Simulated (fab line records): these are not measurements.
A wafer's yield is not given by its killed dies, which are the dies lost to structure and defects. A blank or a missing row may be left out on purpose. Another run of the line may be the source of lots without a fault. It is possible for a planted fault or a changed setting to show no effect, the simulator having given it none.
Chamber matching + flow nand_harc + 4 sister chambers for NHARC_A_CHANNEL_FILL_D1_ALD_16 on ald_hk-02
The step deposits SiO2, target thk 1.5 nm, pulse time 10 s, ald cycles 15. 4 wafers are shown with their chamber, then 8 later ones without.

## EACH WAFER AND ITS CHAMBER
| wafer  | chamber | heater_power_w (W) |
|--------|---------|--------------------|
| L857.2 | 1       | 464                |
| L859.1 | 2       | 541                |
| L859.2 | 3       | 506                |
| L860.1 | 0       | 439                |

## WAFERS WITH NO CHAMBER GIVEN
| wafer  | heater_power_w (W) |
|--------|--------------------|
| L860.5 | 447                |
| L860.6 | 515                |
| L865.2 | 534                |
| L865.4 | 437                |
| L865.6 | 440                |
| L870.3 | 458                |
| L870.4 | 541                |
| L870.6 | 542                |

## EACH ONE'S CHAMBER
| wafer  | from the rows above     | in truth                   |
|--------|-------------------------|----------------------------|
| L860.5 | can't be placed: 0 or 1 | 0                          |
| L860.6 | 3                       | 3                          |
| L865.2 | 2                       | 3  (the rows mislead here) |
| L865.4 | 0                       | 0                          |
| L865.6 | 0                       | 0                          |
| L870.3 | 1                       | 1                          |
| L870.4 | 2                       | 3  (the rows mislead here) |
| L870.6 | 2                       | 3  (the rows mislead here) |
Placed correctly: 4 of 8. Cannot be placed on the basis of these rows: 1; the candidates contain the true chamber in 1. Number placed wrongly: 3.
How it was worked out, from the rows above alone: a wafer's distance from a chamber is the root of the sum, over the readings, of the square of ((its reading less the chamber's mean) divided by the reading's scatter). If the next closest chamber is less than 2 further off than the closest, the wafer can't be placed; otherwise it belongs to the closest. The mean given for a chamber averages the wafers shown for that chamber. The scatter: with one shown wafer a chamber, the root of the mean of the squares of how far each hidden wafer lies from its nearest shown one.
